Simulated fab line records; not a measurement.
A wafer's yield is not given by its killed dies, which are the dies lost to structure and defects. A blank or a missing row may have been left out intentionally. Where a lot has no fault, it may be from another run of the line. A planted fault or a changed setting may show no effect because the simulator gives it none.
Chamber matching	flow nand harc	4 sister chambers for NHARC_A_CHANNEL_FILL_D1_ALD_16 on ald hk-02
The step deposits SiO2, target thk 1.5 nm, pulse time 10 s, ald cycles 15. 16 wafers are shown with their chamber, then 8 later ones without.

## WAFERS, EACH WITH ITS CHAMBER
wafer	chamber	heater power w (W)	precursor pulse height rel
L682.2	3	522	1.004
L682.4	0	447	1.029
L682.6	2	517	0.980
L683.1	1	456	1.018
L683.3	0	433	1.016
L683.6	0	440	1.002
L684.1	3	528	1.016
L684.2	2	522	0.956
L684.6	0	432	1.021
L686.1	3	501	0.957
L686.5	2	535	1.008
L686.6	1	462	0.987
L688.1	2	527	1.031
L688.2	3	524	1.003
L688.4	0	426	1.019
L692.2	1	464	0.994

SIGNATURES, as means of the wafers listed above
reading	chamber 0	chamber 1	chamber 2	chamber 3	scatter within a chamber
heater power w	435.60	460.67	525.25	518.75	8.71
precursor pulse height rel	1.01740	0.99967	0.99375	0.99500	0.0226
Rule: a wafer lies at a distance from a chamber equal to the root of the sum of squares, over the readings, of (its reading less the chamber's mean, divided by the reading's scatter). If the next closest chamber is less than 2 further off than the closest, the wafer can't be placed; otherwise it belongs to the closest. The scatter is the square root of a quotient: the sum, over the shown wafers, of each reading's squared deviation from its chamber's mean, divided by wafers minus chambers.

## WAFERS MISSING THEIR CHAMBER
wafer	heater power w (W)	precursor pulse height rel
L692.3	513	1.009
L692.5	531	1.029
L698.2	460	0.988
L698.4	534	0.974
L698.5	550	1.002
L700.2	534	0.984
L700.4	437	1.004
L700.6	440	1.004

## WHICH CHAMBER EACH ONE RAN IN
wafer	from the rows above	in truth
L692.3	can't be placed: 3 or 2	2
L692.5	can't be placed: 2 or 3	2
L698.2	1	1
L698.4	can't be placed: 2 or 3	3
L698.5	can't be placed: 2 or 3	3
L700.2	can't be placed: 2 or 3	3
L700.4	0	0
L700.6	can't be placed: 0 or 1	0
2 of 8 placed correctly. Unplaceable from these rows: 6, with the true chamber sitting among the candidates in 6. Placed wrongly: 0.
